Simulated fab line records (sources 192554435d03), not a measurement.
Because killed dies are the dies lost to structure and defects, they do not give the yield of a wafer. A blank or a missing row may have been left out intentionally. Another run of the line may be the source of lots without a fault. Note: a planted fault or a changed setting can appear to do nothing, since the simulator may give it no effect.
Split-lot experiment -- flow n5 finfet -- 21 wafers read across 7 lots, on a route 1938 steps long

THE SPLIT ITSELF
At N5_GATE_CUT_ALD_22 (deposits SiNx, target thk 16 nm, pulse time 1 s, ald cycles 320), the setting ald cycles was moved away from the recipe's 320 on 7 of the 21 wafers read, by -11.6% to +12.2%. This setting was run at the recipe's value on the other wafers.

The split's own step is where the reading is taken.

THE READING
SiNx_of_GATE_CUT_ALD_22.thk nm (the simulator's own value, which no gauge read), in nm, at N5_GATE_CUT_ALD_22 (deposits SiNx, target thk 16 nm, pulse time 1 s, ald cycles 320). The file gives no usual value for it. Average 16.0 nm, standard deviation 0.052 nm, over the 14 wafers here run with the recipe.

wafer,"tool, chamber at the split",ald cycles as run,against the recipe,"SiNx_of_GATE_CUT_ALD_22.thk nm, nm",against lot-mates on the recipe
L076.1,"ald sin-01, 1",283,-11.6%,14,-2.0
L076.6,"ald sin-01, 1",283,-11.6%,14,-2.0
L076.4,"ald sin-01, 0",320,recipe,16,-
L081.1,"ald sin-02, 1,3,0",320,recipe,16,-
L081.2,"ald sin-02, 1,3,0",320,recipe,16,-
L081.3,"ald sin-02, 1,3,0",320,recipe,16,-
L083.1,"ald sin-02, 0,1,3",359,+12.2%,18,no lot-mate on the recipe
L083.4,"ald sin-02, 0,1,3",359,+12.2%,18,no lot-mate on the recipe
L083.5,"ald sin-02, 0,1,3",359,+12.2%,18,no lot-mate on the recipe
L088.1,"ald sin-01, 0,3",320,recipe,16,-
L088.3,"ald sin-01, 0,3",320,recipe,16,-
L088.2,"ald sin-01, 2",320,recipe,16.2,-
L089.3,"ald sin-03, 2",287,-10.3%,14.2,-1.8
L089.4,"ald sin-03, 0",320,recipe,16,-
L089.6,"ald sin-03, 1",287,-10.3%,14.4,-1.6
L096.1,"ald sin-01, 1,0,3",320,recipe,16,-
L096.4,"ald sin-01, 1,0,3",320,recipe,16,-
L096.6,"ald sin-01, 1,0,3",320,recipe,16,-
L097.3,"ald sin-01, 0,1,1",320,recipe,16,-
L097.4,"ald sin-01, 0,1,1",320,recipe,16,-
L097.6,"ald sin-01, 0,1,1",320,recipe,16,-
The file does not say which wafer passed through which chamber wherever a row lists several chambers: such a row stands for several wafers.

FIT RESULTS
A straight line over all 21 wafers: SiNx_of_GATE_CUT_ALD_22.thk nm changes by +0.167 nm for each +1% of ald cycles; r = +1.00; the points scatter about the line by 0.063 nm.
The same after taking each lot's own level away (the mean of its wafers on the recipe; 18 wafers): +0.169 nm for each +1%; r = +1.00; scatter 0.058 nm.
According to that fit, moving ald cycles by its largest amount changes the reading by 2.1 nm.
The span of the lots' own levels, 16.00 to 16.07 nm, comes to 1.3 times the standard deviation stated above.
Hence the lot-to-lot level has little effect on the slope; both slopes agree.
Check: with one of the wafers moved furthest among these (-11.6%) left out of the fit, the line predicts -1.94 nm for it against its lot-mates. It came out at -2 nm against them.

ADDITIONAL SPLITS CARRIED BY THESE WAFERS
Before the reading, these wafers also passed through other splits. Each is held against what the fit with the lots' levels taken away leaves over:
other split on the same wafers,wafers away from the commonest value,r with SiNx_of_GATE_CUT_ALD_22.thk nm (lot level and that fit taken away)
N5_SD_EPI_P_PEB_07 peb time s,3,-0.15
N5_HKMG_FIN_COAT_42 spin rpm,3,+0.06
N5_HKMG_FIN_COAT_43 spin rpm,5,+0.00
N5_HKMG_FIN_COAT_06 spin rpm,6,+0.18
N5_HKMG_FIN_EXPOSE_09 dose mj,11,+0.46

THE FILE'S OWN FIT
SiNx_of_GATE_CUT_ALD_22.thk nm changes by +0.169 nm for each +1% of ald cycles, r = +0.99.
